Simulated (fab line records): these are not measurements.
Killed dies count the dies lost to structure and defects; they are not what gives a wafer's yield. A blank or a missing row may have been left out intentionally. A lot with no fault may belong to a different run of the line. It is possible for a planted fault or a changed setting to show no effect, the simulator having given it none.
Matching of chambers	flow n5_finfet	N5_BEOL_M5_ETCH_62 on rie_diel-05 has 4 sister chambers
The step etches SOC in N2/H2, target depth 75 nm, overetch 15 nm, time 112.5 s. 22 wafers are shown with their chamber, then 11 later ones without.

== WAFERS, EACH WITH ITS CHAMBER ==
wafer	chamber	showerhead_plenum_p_Torr (Torr)	drypump_motor_current_A (A)	oes_product_au (a.u.)
L075.2	3	2.52	5.6	0.55
L075.4	0	2.71	5.4	0.73
L075.6	3	2.52	5.6	0.55
L078.2	3	2.51	5.6	0.54
L078.5	1	2.55	5.2	0.59
L078.6	0	2.70	5.4	0.71
L080.2	3	2.51	5.6	0.55
L080.5	0	2.70	5.4	0.70
L080.6	1	2.54	5.2	0.59
L081.2	0	2.70	5.4	0.70
L081.4	2	2.51	5.9	0.56
L081.5	3	2.51	5.6	0.55
L085.1	3	2.51	5.6	0.54
L085.2	0	2.70	5.4	0.69
L085.6	0	2.70	5.4	0.70
L084.2	3	2.51	5.6	0.54
L084.4	2	2.51	5.9	0.56
L084.6	2	2.51	5.8	0.56
L087.3	3	2.51	5.6	0.53
L087.4	0	2.70	5.4	0.69
L087.5	0	2.70	5.4	0.69
L088.2	3	2.51	5.6	0.54

SIGNATURES (means of the wafers above)
reading	chamber 0	chamber 1	chamber 2	chamber 3	scatter within a chamber
showerhead_plenum_p_Torr	2.7012	2.5450	2.5100	2.5122	0.00403
drypump_motor_current_A	5.400	5.200	5.867	5.600	0.0192
oes_product_au	0.7012	0.5900	0.5600	0.5433	0.00968
Rule: for each reading, subtract the chamber's mean from the wafer's reading, divide by that reading's scatter and square the result; add these up over the readings and take the root, which gives the wafer's distance from the chamber. If the next closest chamber is less than 2 further off than the closest, the wafer can't be placed; otherwise it belongs to the closest. The scatter: take each reading less its chamber's mean, square it, sum over the shown wafers, divide by the number of wafers less the number of chambers, and take the root.

== WAFERS WITH NO CHAMBER GIVEN ==
wafer	showerhead_plenum_p_Torr (Torr)	drypump_motor_current_A (A)	oes_product_au (a.u.)
L088.4	2.70	5.4	0.69
L088.5	2.70	5.4	0.68
L092.1	2.50	5.6	0.53
L092.2	2.54	5.2	0.58
L092.3	2.50	5.9	0.55
L093.2	2.69	5.4	0.67
L093.3	2.50	5.6	0.53
L093.4	2.50	5.9	0.55
L096.1	2.53	5.2	0.58
L096.2	2.50	5.9	0.55
L096.4	2.50	5.6	0.53

== CHAMBER TAKEN BY EACH ==
wafer	from the rows above	in truth
L088.4	0	0
L088.5	0	0
L092.1	3	3
L092.2	1	1
L092.3	2	2
L093.2	0	0
L093.3	3	3
L093.4	2	2
L096.1	1	1
L096.2	2	2
L096.4	3	3
Correctly placed: 11 of 11. Number that these rows cannot place: 0. Number placed wrongly: 0.
